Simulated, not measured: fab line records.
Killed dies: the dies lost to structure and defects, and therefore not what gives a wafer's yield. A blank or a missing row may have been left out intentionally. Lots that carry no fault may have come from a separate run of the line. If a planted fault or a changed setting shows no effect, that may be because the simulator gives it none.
Which of the tools did it? -- flow n5-finfet -- Sampling: 9 lots, 27 wafers, 7 of 1938 route steps

WHAT EACH GAUGE READ, for each wafer
N5_MOL_CONTACT_COAG_CD_MEAS_40 targets a cd of 25.1 nm. Usual: cd-nm at 25.11 nm, with a standard deviation of 0.23.
lot,measured,on,cd-nm (nm),flag
L354,day 5 16:34,cd-sem-01,25.10 25.23 24.87,
L355,day 5 22:01,cd-sem-03,25.05 25.17 25.04,
L356,day 6 04:03,cd-sem-03,25.12 25.34 25.19,
L358,day 6 17:48,cd-sem-03,25.21 25.04 25.30,
L363,day 8 00:40,cd-sem-01,25.19 25.23 25.10,
L368,day 9 02:38,cd-sem-03,24.76 24.82 25.15,
L371,day 9 19:43,cd-sem-02,25.23 25.26 25.46,
L372,day 10 08:17,cd-sem-02,24.60 25.05 25.31,
L373,day 10 10:31,cd-sem-01,24.87 24.94 25.02,

N5_MOL_CONTACT_COAG_THK_MEAS_53. Usual: for VIA_MOL_THK the level is 43.8 nm and the standard deviation is 0.54.
lot,measured,on,VIA_MOL_THK (nm),flag
L354,day 5 18:24,film-metro-02,43.8 44.2 44.6,
L355,day 6 01:10,film-metro-01,43.6 43.4 43.9,
L356,day 6 05:56,film-metro-02,43.5 43.2 43.9,
L358,day 6 19:29,film-metro-01,44.4 44.5 44.3,
L363,day 8 02:53,film-metro-01,43.5 43.8 44.2,
L368,day 9 04:36,film-metro-02,43.5 43.0 43.9,
L371,day 9 21:27,film-metro-01,- - -,OFF
L372,day 10 10:17,film-metro-02,- - -,OFF
L373,day 10 12:13,film-metro-02,- - -,OFF

N5_MOL_CONTACT_COAG_INSPECT_97: inspects for defects (darkfield). Usual: raw-defect-count at 43, with a standard deviation of 16.
lot,measured,on,raw-defect-count,flag
L354,day 5 22:49,defect-inspect-02,75 32 27,
L355,day 6 21:30,defect-inspect-02,59 23 42,
L356,day 6 21:47,defect-inspect-02,40 50 38,
L358,day 7 00:29,defect-inspect-02,62 82 51,
L363,day 8 05:56,defect-inspect-01,43 42 63,
L368,day 9 07:53,defect-inspect-02,71 42 35,
L371,day 10 02:52,defect-inspect-02,1286 1238 1355,OFF
L372,day 10 13:22,defect-inspect-02,1204 1236 1160,OFF
L373,day 10 16:21,defect-inspect-02,1250 1268 1262,OFF

N5_BEOL_M4_RC_MEAS_101. Usual: DIBL_N 35.8 mV/V, standard deviation 1.8; DIBL_P 35.6 mV/V, standard deviation 2; IOFF_N 0.148 nA/um, standard deviation 0.028; IOFF_P 0.20 nA/um, standard deviation 0.034; ION_N 672 uA/um, standard deviation 12; ION_P 462 uA/um, standard deviation 8.5; SS_N 71.2 mV/dec, standard deviation 0.65; SS_P 73.1 mV/dec, standard deviation 0.67; VT_N 251 mV, standard deviation 3.3; VT_P -251 mV, standard deviation 3.8.
lot,measured,on,DIBL_N (mV/V),DIBL_P (mV/V),IOFF_N (nA/um),IOFF_P (nA/um),ION_N (uA/um),ION_P (uA/um),SS_N (mV/dec),SS_P (mV/dec),VT_N (mV),VT_P (mV),flag
L354,day 8 00:16,prober-01,35.3 34.6 35.5,35.9 34.8 35.3,0.161 0.154 0.159,0.22 0.20 0.22,685 675 682,471 462 471,71.8 71.3 72.4,73.3 73.1 72.5,252 250 252,-248 -248 -248,
L355,day 9 00:37,prober-01,36.3 36.9 38.3,34.1 34.5 36.7,0.138 0.141 0.175,0.20 0.21 0.24,662 675 677,464 469 468,71.5 70.9 71.1,73.2 73.8 73.7,253 253 247,-248 -248 -248,
L356,day 9 07:14,prober-01,36.3 35.4 36.7,37.7 38.2 37.9,0.161 0.152 0.165,0.19 0.20 0.19,686 674 671,464 463 461,71.5 71.5 71.0,72.9 72.6 73.1,250 252 250,-256 -254 -256,
L358,day 9 11:45,prober-02,33.2 34.2 34.0,32.1 33.6 32.3,0.111 0.129 0.116,0.16 0.19 0.16,667 674 655,459 467 453,70.4 70.5 70.5,72.0 72.8 72.6,254 250 254,-256 -250 -253,
L363,day 10 15:32,prober-01,35.1 35.3 34.7,34.7 35.3 34.5,0.135 0.146 0.150,0.18 0.18 0.18,666 673 697,458 456 468,71.8 71.5 70.6,71.9 72.5 72.7,252 249 248,-251 -251 -251,
L368,day 11 22:31,prober-01,37.7 34.0 33.2,38.3 33.9 32.5,0.189 0.121 0.106,0.22 0.17 0.14,685 668 656,463 460 452,71.8 71.3 70.4,74.0 72.1 72.6,249 255 255,-252 -254 -257,

WHICH TOOL RAN EACH LOT (tool, then ch and the chambers of the sampled wafers, then the start)
lot,N5_MOL_CONTACT_COAG_STRIP_49,N5_MOL_CONTACT_COAG_CMP_52,N5_BEOL_M0_SAQP_PECVD_96
L354,"plasma-asher-01 ch 1, day 5 17:23","cmp-01 ch 0,1,2, day 5 18:11","pecvd-01 ch 1,2, day 5 23:22"
L355,"plasma-asher-02 ch 0,1, day 6 00:16","cmp-04 ch 0,1,2, day 6 00:54","pecvd-03 ch 1,2, day 6 22:13"
L356,"plasma-asher-02 ch 0,1, day 6 05:02","cmp-02 ch 1,2, day 6 05:38","pecvd-01 ch 0,1,2, day 6 22:20"
L358,"plasma-asher-02 ch 0, day 6 18:36","cmp-02 ch 0,2,3, day 6 19:16","pecvd-02 ch 0,1,2, day 7 01:34"
L363,"plasma-asher-01 ch 0,1, day 8 01:59","cmp-02 ch 0,1,2, day 8 02:35","pecvd-02 ch 0,1,2, day 8 06:50"
L368,"plasma-asher-02 ch 0,1, day 9 03:43","cmp-04 ch 0,1,3, day 9 04:19","pecvd-01 ch 0,2, day 9 11:17"
L371,"plasma-asher-01 ch 0,1, day 9 20:33","cmp-01 ch 0,2,3, day 9 21:14",-
L372,"plasma-asher-01 ch 0,1, day 10 09:24","cmp-01 ch 0,1,2, day 10 10:04",-
L373,"plasma-asher-02 ch 0,1, day 10 11:19","cmp-02 ch 0,1, day 10 11:55",-
- N5_MOL_CONTACT_COAG_STRIP_49: strips in N2/H2, time 30 s.
- N5_MOL_CONTACT_COAG_CMP_52: polishes, stops on SiO2, t overpolish 1.5 s, target thk 66.5 nm.
- N5_BEOL_M0_SAQP_PECVD_96: deposits a-Si from SiH4/He, target thk 45 nm, time 45.2 s.

WHAT THE TOOLS THEMSELVES READ (means of the sampled wafers that have a number; where no wafer has one, the mark that the record gives instead)
N5_MOL_CONTACT_COAG_STRIP_49. Usual: drypump-motor-current-A 5.40 A, standard deviation 0.16; heater-power-w 342 W, standard deviation 36.
lot,tool,drypump-motor-current-A (A),heater-power-w (W),flag
L354,plasma-asher-01,5.57,373,
L355,plasma-asher-02,5.38,321,
L356,plasma-asher-02,5.46,351,
L358,plasma-asher-02,5.51,380,
L363,plasma-asher-01,5.45,361,
L368,plasma-asher-02,5.44,348,
L371,plasma-asher-01,5.30,339,
L372,plasma-asher-01,5.44,361,
L373,plasma-asher-02,5.45,345,

N5_MOL_CONTACT_COAG_CMP_52. Usual: edge-zone-pressure-frac 1.000, standard deviation 0.0047; head-pressure-psi 4.000 psi, standard deviation 0.0087; motor-current-A 12.2 A, standard deviation 1.2; overpolish-run-s 1.500 s, standard deviation 0.0093; time-to-endpoint-s 13.1 s, standard deviation 1.9.
lot,tool,edge-zone-pressure-frac,head-pressure-psi (psi),motor-current-A (A),overpolish-run-s (s),time-to-endpoint-s (s),flag
L354,cmp-01,1.002,4.012,11.5,1.499,10.2,
L355,cmp-04,0.997,3.999,11.6,1.498,11.6,
L356,cmp-02,1.001,3.998,12.1,1.505,14.3,
L358,cmp-02,1.001,4.008,11.9,1.497,10.4,
L363,cmp-02,0.998,4.000,12.4,1.495,14.1,
L368,cmp-04,0.993,4.004,13.1,1.493,11.6,
L371,cmp-01,-,-,-,-,-,OFF
L372,cmp-01,-,-,-,-,-,OFF
L373,cmp-02,-,-,-,-,-,OFF

N5_BEOL_M0_SAQP_PECVD_96. Usual: heater-power-w 624 W, standard deviation 69; showerhead-plenum-p-Torr 5.68 Torr, standard deviation 0.037; throttle-valve-pct 18.3 %, standard deviation 0.73.
lot,tool,heater-power-w (W),showerhead-plenum-p-Torr (Torr),throttle-valve-pct (%),flag
L354,pecvd-01,700,5.72,18.5,
L355,pecvd-03,595,5.69,17.6,
L356,pecvd-01,617,5.69,18.2,
L358,pecvd-02,641,5.68,18.4,
L363,pecvd-02,625,5.67,18.6,
L368,pecvd-01,595,5.66,17.8,

THE ANSWER, worked out from the rows above alone
Rule: a lot counts as off when the mean over its wafers that have a number is more than 3 standard deviations away from the usual mean. Also off: a lot with no number at a reading for which 4 or more lots have one. All remaining lots with rows at the step are treated as sound. First the gauges in route order, then the tools' own readings, where a lot's mean is used as printed above. At the first step where some lot is off, the reading lying furthest off is the one used; lots without a number count as furthest.
Off: L371, L372, L373, seen at N5_MOL_CONTACT_COAG_THK_MEAS_53 (VIA_MOL_THK). Without a number there: L371, L372, L373.
A tool fits if, at a process step before that reading, it ran every lot that is off, and no sound lot after the first of them. The gauges at N5_MOL_CONTACT_COAG_THK_MEAS_53 aren't tried: what is off there is off at N5_MOL_CONTACT_COAG_INSPECT_97 too, on other tools, and a gauge's error can't cause that. No candidate that was tried fits.

WHAT THE SIMULATOR HAD INSERTED
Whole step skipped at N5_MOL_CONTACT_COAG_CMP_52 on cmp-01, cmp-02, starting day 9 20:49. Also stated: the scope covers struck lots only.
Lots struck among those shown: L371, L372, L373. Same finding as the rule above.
